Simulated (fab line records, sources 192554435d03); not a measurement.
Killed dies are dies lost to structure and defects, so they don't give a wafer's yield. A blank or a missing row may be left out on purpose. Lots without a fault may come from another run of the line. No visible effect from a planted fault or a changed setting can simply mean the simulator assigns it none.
Chamber matching -- flow n5Finfet -- 4 sister chambers for N5_BEOL_M0_CUTY_DESCUM_61 on rieDiel-05
The step chemistry O2, time 7.9 s. 20 wafers are shown with their chamber, then 10 later ones without.

== EACH WAFER AND ITS CHAMBER ==
wafer,chamber,showerheadPlenumPTorr (Torr),throttleValvePct (%),oesProductAu (a.u.)
L074.1,0,2.20,20.63,0.78
L074.4,1,2.04,20.11,0.94
L074.6,0,2.20,20.64,0.80
L075.1,3,1.98,20.43,0.70
L075.4,2,2.22,20.17,0.90
L075.6,3,1.98,20.42,0.70
L077.2,3,1.98,20.43,0.70
L077.3,0,2.20,20.65,0.78
L077.5,3,1.98,20.44,0.70
L078.1,2,2.22,20.18,0.90
L078.2,0,2.20,20.66,0.78
L078.3,1,2.03,20.12,0.92
L085.3,3,1.97,20.45,0.68
L085.4,2,2.21,20.21,0.87
L085.5,2,2.22,20.19,0.86
L087.2,1,2.02,20.16,0.88
L087.4,3,1.97,20.47,0.67
L087.5,1,2.02,20.17,0.86
L088.3,3,1.97,20.44,0.67
L088.4,0,2.19,20.68,0.77

SIGNATURES (averages over the wafers above)
reading,chamber 0,chamber 1,chamber 2,chamber 3,scatter within a chamber
showerheadPlenumPTorr,2.1980,2.0275,2.2175,1.9757,0.00613
throttleValvePct,20.6520,20.1400,20.1875,20.4400,0.0202
oesProductAu,0.7820,0.9000,0.8825,0.6886,0.021
Rule: distance of a wafer from a chamber = root of the sum over the readings of ((wafer's reading minus chamber's mean) / reading's scatter) squared. The wafer belongs to the nearest chamber; if the next one is less than 2 further off, it can't be placed. The scatter is the square root of a quotient: the sum, over the shown wafers, of each reading's squared deviation from its chamber's mean, divided by wafers minus chambers.

== WAFERS WHOSE CHAMBER IS MISSING ==
wafer,showerheadPlenumPTorr (Torr),throttleValvePct (%),oesProductAu (a.u.)
L088.5,2.19,20.69,0.75
L095.1,2.21,20.26,0.84
L095.4,2.02,20.17,0.85
L095.6,2.18,20.71,0.75
L096.3,2.18,20.71,0.74
L096.5,2.02,20.20,0.85
L096.6,2.21,20.25,0.84
L097.1,2.23,20.10,0.99
L097.2,2.21,20.25,0.84
L097.5,2.23,20.12,0.99

== EACH ONE'S CHAMBER ==
wafer,from the rows above,in truth
L088.5,0,0
L095.1,2,2
L095.4,1,1
L095.6,0,0
L096.3,0,0
L096.5,1,1
L096.6,2,2
L097.1,2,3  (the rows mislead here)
L097.2,2,2
L097.5,2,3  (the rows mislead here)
Correctly placed: 8 of 10. Not placeable from these rows: 0. Number placed wrongly: 2.
